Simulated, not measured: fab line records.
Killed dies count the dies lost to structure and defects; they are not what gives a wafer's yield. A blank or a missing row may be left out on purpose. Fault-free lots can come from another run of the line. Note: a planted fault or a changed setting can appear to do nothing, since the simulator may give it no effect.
Matching of chambers | flow n5Finfet | rieDiel-04 running N5_BEOL_M2_ETCH_63: 4 sister chambers
The step etches SiARC in CF4, target depth 15.6 nm, time 26 s. 27 wafers are shown with their chamber, then 12 later ones without.

== WAFERS, EACH WITH ITS CHAMBER ==
wafer  | chamber | drypumpMotorCurrentA (A) | showerheadPlenumPTorr (Torr) | etchRfOnTimeS (s)
L074.2 | 0       | 5.1                      | 2.11                         | 26.1
L074.3 | 2       | 5.4                      | 2.16                         | 26.9
L074.5 | 2       | 5.4                      | 2.16                         | 26.7
L080.2 | 1       | 6.5                      | 2.10                         | 25.4
L080.5 | 1       | 6.5                      | 2.10                         | 25.2
L080.6 | 3       | 5.8                      | 2.27                         | 25.3
L081.1 | 3       | 5.9                      | 2.27                         | 25.2
L081.3 | 1       | 6.5                      | 2.10                         | 25.3
L081.6 | 3       | 5.8                      | 2.27                         | 25.3
L084.1 | 3       | 5.9                      | 2.27                         | 25.3
L084.2 | 2       | 5.4                      | 2.16                         | 26.9
L084.3 | 1       | 6.5                      | 2.10                         | 25.4
L084.4 | 2       | 5.4                      | 2.16                         | 26.8
L084.5 | 1       | 6.5                      | 2.10                         | 25.2
L084.6 | 3       | 5.8                      | 2.27                         | 25.6
L087.1 | 0       | 5.1                      | 2.11                         | 25.4
L087.2 | 3       | 5.9                      | 2.27                         | 25.3
L087.3 | 1       | 6.5                      | 2.10                         | 25.0
L087.4 | 2       | 5.4                      | 2.15                         | 26.6
L087.5 | 2       | 5.4                      | 2.15                         | 26.5
L087.6 | 3       | 5.9                      | 2.27                         | 25.5
L090.4 | 3       | 5.9                      | 2.27                         | 25.5
L090.5 | 0       | 5.1                      | 2.11                         | 25.6
L090.6 | 1       | 6.5                      | 2.10                         | 25.4
L095.1 | 3       | 5.9                      | 2.26                         | 25.1
L095.3 | 1       | 6.5                      | 2.10                         | 24.9
L095.5 | 1       | 6.5                      | 2.10                         | 24.9

SIGNATURES (means of the wafers above)
reading               | chamber 0 | chamber 1 | chamber 2 | chamber 3 | scatter within a chamber
drypumpMotorCurrentA  | 5.100     | 6.500     | 5.400     | 5.867     | 0.0295
showerheadPlenumPTorr | 2.1100    | 2.1000    | 2.1567    | 2.2689    | 0.00311
etchRfOnTimeS         | 25.700    | 25.189    | 26.733    | 25.344    | 0.203
Rule: distance of a wafer from a chamber = root of the sum over the readings of ((wafer's reading minus chamber's mean) / reading's scatter) squared. The wafer belongs to the nearest chamber; if the next one is less than 2 further off, it can't be placed. The scatter: the root of (the sum of the squares of (reading less its chamber's mean) over the shown wafers, divided by (wafers less chambers)).

== WAFERS WITHOUT THEIR CHAMBER ==
wafer  | drypumpMotorCurrentA (A) | showerheadPlenumPTorr (Torr) | etchRfOnTimeS (s)
L092.1 | 5.9                      | 2.26                         | 25.2
L092.2 | 5.4                      | 2.15                         | 26.7
L092.3 | 5.1                      | 2.10                         | 24.9
L092.4 | 6.5                      | 2.10                         | 24.9
L092.5 | 5.8                      | 2.26                         | 25.2
L092.6 | 5.1                      | 2.10                         | 25.3
L094.1 | 5.5                      | 2.15                         | 26.9
L094.2 | 6.5                      | 2.09                         | 25.4
L094.3 | 5.8                      | 2.26                         | 25.6
L094.4 | 5.1                      | 2.10                         | 25.5
L094.5 | 5.9                      | 2.26                         | 25.5
L094.6 | 5.1                      | 2.10                         | 25.5

== WHICH CHAMBER EACH WENT THROUGH ==
wafer  | from the rows above | in truth
L092.1 | 3                   | 3
L092.2 | 2                   | 2
L092.3 | 0                   | 0
L092.4 | 1                   | 1
L092.5 | 3                   | 3
L092.6 | 0                   | 0
L094.1 | 2                   | 2
L094.2 | 1                   | 1
L094.3 | 3                   | 3
L094.4 | 0                   | 0
L094.5 | 3                   | 3
L094.6 | 0                   | 0
Correct placement for 12 of the 12. Number that these rows cannot place: 0. Number placed wrongly: 0.
